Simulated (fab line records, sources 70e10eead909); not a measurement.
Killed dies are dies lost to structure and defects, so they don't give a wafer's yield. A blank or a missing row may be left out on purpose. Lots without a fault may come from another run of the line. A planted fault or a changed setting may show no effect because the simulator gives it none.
Chamber matching | flow nand_harc | NHARC_P_STI_CMP_21 on cmp-02: 4 sister chambers
The step polishes, t overpolish 20 s, target thk 380.67 nm. 4 wafers are shown with their chamber, then 11 later ones without.

WAFERS WITH THEIR CHAMBER
wafer  | chamber | motor_current_A (A)
L081.1 | 2       | 12.2
L092.3 | 1       | 13.6
L092.5 | 3       | 12.5
L093.1 | 0       | 11.9

WAFERS WITHOUT THEIR CHAMBER
wafer  | motor_current_A (A)
L093.4 | 12.2
L093.5 | 13.8
L094.1 | 12.0
L094.3 | 12.5
L094.5 | 13.3
L095.2 | 11.1
L095.4 | 11.8
L095.5 | 12.0
L097.2 | 13.2
L097.3 | 12.0
L097.6 | 13.7

WHICH CHAMBER EACH WENT THROUGH
wafer  | from the rows above          | in truth
L093.4 | can't be placed: 2 or 0 or 3 | 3
L093.5 | 1                            | 1
L094.1 | can't be placed: 0 or 2 or 3 | 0
L094.3 | can't be placed: 3 or 2      | 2
L094.5 | can't be placed: 1 or 3      | 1
L095.2 | can't be placed: 0 or 2      | 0
L095.4 | can't be placed: 0 or 2      | 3
L095.5 | can't be placed: 0 or 2 or 3 | 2
L097.2 | can't be placed: 1 or 3      | 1
L097.3 | can't be placed: 0 or 2 or 3 | 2
L097.6 | 1                            | 1
Placed correctly: 2 of 11. Can't be placed from these rows: 9 (the true chamber is among the candidates in 8). Placed wrongly: 0.
How it was worked out, from the rows above alone: a wafer's distance from a chamber is the root of the sum, over the readings, of the square of ((its reading less the chamber's mean) divided by the reading's scatter). The wafer belongs to the nearest chamber; if the next one is less than 2 further off, it can't be placed. A chamber's mean is the mean of its shown wafers. The scatter: with one shown wafer a chamber, the root of the mean of the squares of how far each hidden wafer lies from its nearest shown one.
